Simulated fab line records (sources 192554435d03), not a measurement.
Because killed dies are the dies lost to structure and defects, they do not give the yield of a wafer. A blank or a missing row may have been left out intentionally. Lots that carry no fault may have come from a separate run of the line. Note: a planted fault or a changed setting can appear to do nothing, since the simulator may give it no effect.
Which tool is to blame? + flow n5 finfet + 24 wafers from 8 lots sampled at 4 of the route's 1938 steps

## WHAT EACH GAUGE READ, for each wafer
N5_DUMMY_GATE_INSPECT_27: inspects for defects (brightfield).
| lot  | measured    | on                | raw defect count |
|------|-------------|-------------------|------------------|
| L315 | day 3 00:49 | defect inspect-02 | 342 222 344      |
| L321 | day 4 14:29 | defect inspect-01 | 314 318 242      |
| L324 | day 5 07:23 | defect inspect-01 | 296 321 284      |
| L325 | day 5 15:34 | defect inspect-02 | 641 393 432      |
| L327 | day 6 03:26 | defect inspect-02 | 245 278 280      |
| L328 | day 6 13:43 | defect inspect-02 | 295 267 370      |
| L331 | day 7 03:28 | defect inspect-02 | 751 780 997      |
| L332 | day 7 09:04 | defect inspect-02 | 911 899 934      |

## TOOL THAT RAN EACH LOT (tool first, then ch and the chambers of the sampled wafers, then the start)
| lot  | N5_DUMMY_GATE_CMP_04         | N5_DUMMY_GATE_ETCH_23           | N5_DUMMY_GATE_PRECLEAN_25          |
|------|------------------------------|---------------------------------|------------------------------------|
| L315 | cmp-02 ch 0,3, day 2 18:45   | rie si-05 ch 0,2,3, day 3 00:22 | wet bench-04 ch 1,3,4, day 3 00:43 |
| L321 | cmp-04 ch 0,2,3, day 4 06:47 | rie si-04 ch 0,1,2, day 4 14:02 | wet bench-04 ch 0,2,3, day 4 14:24 |
| L324 | cmp-03 ch 0,2,3, day 5 01:27 | rie si-05 ch 0,3, day 5 06:55   | wet bench-06 ch 1,3,4, day 5 07:17 |
| L325 | cmp-03 ch 0,1, day 5 07:20   | rie si-04 ch 0,1,2, day 5 14:53 | wet bench-06 ch 0,3,4, day 5 15:23 |
| L327 | cmp-03 ch 0,1,2, day 5 20:32 | rie si-04 ch 2,3, day 6 02:58   | wet bench-06 ch 1,2,7, day 6 03:20 |
| L328 | cmp-04 ch 0,1, day 6 06:51   | rie si-05 ch 0,1,2, day 6 12:31 | wet bench-04 ch 1,6,7, day 6 13:37 |
| L331 | cmp-02 ch 0,1,2, day 6 21:28 | rie si-04 ch 0,1,3, day 7 03:01 | wet bench-06 ch 3,5,6, day 7 03:22 |
| L332 | cmp-03 ch 1,2,3, day 7 03:04 | rie si-04 ch 0,1,3, day 7 08:37 | wet bench-06 ch 3,4,6, day 7 08:58 |
- N5_DUMMY_GATE_CMP_04: polishes a-Si.
- N5_DUMMY_GATE_ETCH_23: etches poly-Si in HBr/Cl2/O2, target depth 41 nm, time 22.3 s.
- N5_DUMMY_GATE_PRECLEAN_25: cleans in O3/DIW, time 45 s.

## THE ANSWER, worked out from the rows above alone
Rule: the usual values come from the lots themselves. Put in order of their means at a reading, lots are off if they are a third of the lots or fewer, leave a main group of 4 or more, and stand apart from it by a gap of 3 or more times the standard deviation of the main group's means; of several such gaps the widest counts. The tables above print the reading to a certain number of digits; a main group whose means all agree to those digits is not used. Also off: a lot with no number at a reading for which 4 or more lots have one. Where the step has rows for the other lots, those lots are counted as sound.
Off: L331, L332, at N5_DUMMY_GATE_INSPECT_27 (raw defect count). Mean 327 and standard deviation 74 in the main group.
A tool fits if, at a process step before that reading, it ran every lot that is off, and no sound lot after the first of them. Gauges at N5_DUMMY_GATE_INSPECT_27: tried the same way as those tools. Can't be told from this: 3 tools fit, rie si-04 at N5_DUMMY_GATE_ETCH_23, wet bench-06 at N5_DUMMY_GATE_PRECLEAN_25, defect inspect-02 at N5_DUMMY_GATE_INSPECT_27.

## WHAT HAD BEEN PUT IN BY THE SIMULATOR
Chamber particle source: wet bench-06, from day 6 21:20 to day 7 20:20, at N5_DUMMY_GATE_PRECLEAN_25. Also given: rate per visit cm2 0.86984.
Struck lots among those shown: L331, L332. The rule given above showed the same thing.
